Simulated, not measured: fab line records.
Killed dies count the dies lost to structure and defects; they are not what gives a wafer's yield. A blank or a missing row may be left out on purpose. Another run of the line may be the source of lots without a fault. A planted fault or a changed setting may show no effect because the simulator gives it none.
A struck lot beside a sound one || flow n5-finfet || 38 out of 1938 route steps
Sound: the wafers L358.1, L358.3, L358.6. Struck: wafer L368.3 (left out: L368.2, L368.6 of the same lot, which were not struck); the cause appears at the end.
Order at every step that has rows: each side's tool, ch and its chambers, its first start. Under that, the readings that differ: sound wafers || struck wafers || difference of the means || sigmas: that difference in standard deviations of wafers without a fault.
alike: same words and numbers on both sides, and readings whose means sit less than 2 such deviations apart. not compared: any withheld reading, any reading some wafer has no value for, any bound like >300 that may hide the same value, and any number with overlapping values for which the record gives no deviation.
The two part at a step that has a row with sigmas, a row that says differs or no value, or rows on one side only. Numbers that have no deviation but don't overlap get no sigmas and don't part them. A reading that every wafer of one side lacks parts them only if that side has two wafers or more.

first, 11 steps without rows for these wafers: N5_STI_FIN_REVEAL_DENSIFY_30; N5_STI_FIN_REVEAL_ETCHBACK_08 (etches SiO2 in C4F6/O2, target depth 30.5 nm, time 10.167 s); N5_STI_FIN_REVEAL_STRIP_24 (strips in N2/H2, time 90 s); N5_STI_FIN_REVEAL_PRECLEAN_25 (cleans in SPM, time 90 s); N5_STI_FIN_REVEAL_PRECLEAN_26 (cleans in SC1, time 45 s); N5_STI_FIN_REVEAL_PRECLEAN_29 (cleans in DHF, time 30 s); N5_STI_FIN_REVEAL_SRD_12 (time 30 s); N5_STI_FIN_REVEAL_RECESS_09 (chemistry HF/NH3, target SiO2, afs cycles 11, target depth 42.5 nm, sublimation time 60 s); N5_STI_FIN_REVEAL_STRIP_16 (strips SiNx in H3PO4, target depth 23.8 nm); N5_STI_FIN_REVEAL_PRECLEAN_17 (cleans in NF3:NH3, afs cycles 1, time 20 s, sublimation time 60 s); N5_STI_FIN_REVEAL_ETCH_34 (etches Si in H2, material Si, target depth 0.97 nm).
N5_STI_FIN_REVEAL_OXIDATION_31: chemistry O2 PLASMA REMOTE, time 20 s.
  sound on plasma-asher-02 ch 0,1, day 3 12:56; struck on plasma-asher-01 ch 1, day 6 00:49
  alike: chamber-pressure-mTorr, drypump-motor-current-A, heater-power-w
  not compared: rf-hours-counter-h
then, 25 steps without rows for these wafers: N5_STI_FIN_REVEAL_PRECLEAN_32 (cleans in NF3:NH3, afs cycles 1, time 20 s, sublimation time 60 s); N5_STI_FIN_REVEAL_STRIP_35 (strips Si3N4 in H3PO4, target depth 4 nm, time 39 s); N5_STI_FIN_REVEAL_SRD_21 (time 30 s); N5_STI_FIN_REVEAL_OXIDATION_33 (chemistry O2 PLASMA REMOTE, time 20 s); N5_STI_FIN_REVEAL_CLEAN_19 (cleans in O3/DIW, time 120 s); N5_STI_FIN_REVEAL_SRD_23 (time 30 s); N5_STI_FIN_REVEAL_PRECLEAN_18 (cleans in SC2, time 45 s); N5_STI_FIN_REVEAL_SRD_28 (time 30 s); N5_DUMMY_GATE_PRECLEAN_00 (cleans in O3/DIW, time 60 s); N5_DUMMY_GATE_SRD_01 (time 30 s); N5_DUMMY_GATE_ALD_02 (deposits SiO2, target thk 2 nm, pulse time 1 s); N5_DUMMY_GATE_CVD_03 (deposits a-Si from SiH4, target thk 150 nm, time 8042 s); N5_DUMMY_GATE_PRECLEAN_46 (cleans in DIW, time 89.5 s); N5_DUMMY_GATE_SRD_47 (dry time 32 s); N5_DUMMY_GATE_CMP_04 (polishes a-Si); N5_DUMMY_GATE_HM_DEP_06 (deposits SiNx from DCS/NH3, target thk 80 nm, time 5141 s); N5_DUMMY_GATE_PECVD_30 (deposits SiO2 from TEOS/O2, target thk 55 nm, time 10.8 s); N5_DUMMY_GATE_COAT_34 (time 60 s, resist thk 60 nm); N5_DUMMY_GATE_COAT_35 (time 60 s, resist thk 10 nm); N5_DUMMY_GATE_COAT_28 (time 60 s, resist thk 10 nm); N5_DUMMY_GATE_COAT_09 (resist thk 30 nm); N5_DUMMY_GATE_EBR_11; N5_DUMMY_GATE_SOFTBAKE_10 (time 60 s); N5_DUMMY_GATE_EXPOSE_12 (exposes mask GATE, target cd 25 nm); N5_DUMMY_GATE_PEB_13 (peb time 60 s).
-- here the record skips 6 days between the struck wafers' starts before and after, leaving off in module DUMMY_GATE and picking up in module BEOL_M4 (first step shown: number 1111 of the route) --
N5_BEOL_M4_RC_MEAS_101:
  sound on prober-02 ch 0, day 9 06:54; struck on prober-02 ch 0, day 12 03:47
{"reading": "DIBL_N (mV/V)", "sound": "35.3 35.9 36.7", "struck": 39.2, "difference": "+3.2", "sigmas": "+2"}
{"reading": "DIBL_P (mV/V)", "sound": "33.2 33.9 34.5", "struck": 41.4, "difference": "+7.5", "sigmas": "+4"}
{"reading": "IOFF_N (nA/um)", "sound": "0.147 0.149 0.176", "struck": 0.251, "difference": "+0.094", "sigmas": "+4"}
{"reading": "IOFF_N_85C (nA/um)", "sound": "2.9 2.9 3.4", "struck": 4.4, "difference": "+1.3", "sigmas": "+3"}
{"reading": "IOFF_N_LIN (nA/um)", "sound": "0.072 0.073 0.083", "struck": 0.117, "difference": "+0.041", "sigmas": "+4"}
{"reading": "IOFF_P (nA/um)", "sound": "0.18 0.19 0.21", "struck": 0.31, "difference": "+0.12", "sigmas": "+4"}
{"reading": "IOFF_P_LIN (nA/um)", "sound": "0.088 0.092 0.099", "struck": 0.142, "difference": "+0.049", "sigmas": "+4"}
{"reading": "SS_P (mV/dec)", "sound": "72.1 73.2 72.5", "struck": 74.7, "difference": "+2.1", "sigmas": "+4"}
{"reading": "VT_N (mV)", "sound": "249 251 245", "struck": 241, "difference": -7, "sigmas": -2}
  alike: IOFF_N_LONG, ION_N, ION_P, SS_N, VT_P

== WHERE THEY PART ==
N5_BEOL_M4_RC_MEAS_101 only, going by this record.

WHY: the cause the simulator had injected
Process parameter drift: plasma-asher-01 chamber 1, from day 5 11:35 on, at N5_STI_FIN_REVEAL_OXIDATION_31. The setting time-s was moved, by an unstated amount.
